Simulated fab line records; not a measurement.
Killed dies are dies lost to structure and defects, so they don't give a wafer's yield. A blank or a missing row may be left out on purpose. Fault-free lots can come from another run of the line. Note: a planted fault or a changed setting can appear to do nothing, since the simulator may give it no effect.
Problem report, 8D (eight disciplines) form, completed by code ; flow n5_finfet ; the parts of the form that need people (team, actions taken, sign-off) are left out

## 1. WHAT IS WRONG
Wafers without a fault read 237.1 nm, standard deviation 0.99; cd_nm at N5_PMOS_HMC_CHANNEL_EPI_CD_MEAS_09 reads a mean of 255.0 nm on 6 wafers belonging to 2 lots. Measured from the usual mean, that is +18 standard deviations.
The step: target cd 237.4 nm.
Earliest sighting: wafer L626.3 on cd_sem-02 at day 6 05:22. Wafers with a number at this step in the record: 33, from 11 lots. The rule behind "out" and "out of limits": a value lying over 4 standard deviations away from the usual mean. Any other wafer with a number is counted as sound.

## 2. WHAT THIS IS AND IS NOT
question;is;is not
which readings at this step;cd_nm;-
which lots;L626, L627;L608, L609, L611, L612, L613, L615, L616, L628, L631
which wafers of those lots;all that have a number;-
read on which gauges;cd_sem-01, cd_sem-02;cd_sem-03
when;from day 6 05:22;"up to then (21 sound wafers); but 6 sound wafers of L628, L631 came after"

## 3. THE SUSPECTS, EACH WITH WHAT RULES IT OUT
Counting: any tool at a process step up to the reading is kept as a suspect provided that every lot that is out went through it and no sound lot did after the first of them.
- the gauge at N5_PMOS_HMC_CHANNEL_EPI_CD_MEAS_09 is ruled out. 2 gauges (cd_sem-01, cd_sem-02) read the wafers that are out.
- arfi_scanner-01 at N5_PMOS_HMC_CHANNEL_EPI_EXPOSE_06 (exposes mask PMOS HMC BLK, target cd 240 nm): kept. It processed each lot that is out, first L626 at day 6 05:14, and no sound lot thereafter; up to then, the last sound lot it processed was L611 at day 2 11:01. On those wafers its own readings are out: exposure_dose_mJ_cm2.
After counting, what remains is arfi_scanner-01 at N5_PMOS_HMC_CHANNEL_EPI_EXPOSE_06.

## 4. THE CAUSE (what the simulator had put in)
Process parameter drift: arfi_scanner-01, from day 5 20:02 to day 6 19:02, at N5_PMOS_HMC_CHANNEL_EPI_EXPOSE_06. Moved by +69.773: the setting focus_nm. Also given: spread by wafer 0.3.
The count eliminated every tool but this one.

## 5. THE CHAIN OF EFFECTS, in route order
Each row: a reading where the mean over the struck wafers with a number is more than 3 standard deviations away from the usual. Only readings whose record carries a usual standard deviation are examined. hours: median over the lots of the time between each lot's start at the first step of this table that gives one and its start at this step. sigmas: the change, counted in usual standard deviations.
hours;step;reading;usual;on struck wafers;change;sigmas
0;N5_PMOS_HMC_CHANNEL_EPI_EXPOSE_06;exposure_dose_mJ_cm2;40.98;37.27;-3.71;-88
0;N5_PMOS_HMC_CHANNEL_EPI_CD_MEAS_09;cd_nm;237.1 nm;255.0;+17.9;+18
Process steps it contains:
- N5_PMOS_HMC_CHANNEL_EPI_EXPOSE_06: exposes mask PMOS HMC BLK, target cd 240 nm.

## 6. HOW IT WOULD HAVE BEEN CAUGHT EARLIER
9 hours passed between the start of the fault at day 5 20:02 and the first reading out of limits at a measuring or inspecting step in this record, taken at day 6 05:22.
Tool's own readings at N5_PMOS_HMC_CHANNEL_EPI_EXPOSE_06, exposure_dose_mJ_cm2: out on all struck wafers the step has rows for; an alarm limit on them would have tripped on the first.
L627, from the lots that are out (2), started N5_PMOS_HMC_CHANNEL_EPI_EXPOSE_06 on arfi_scanner-01 later than day 6 05:22. A hold on the tool at that time would have spared it.
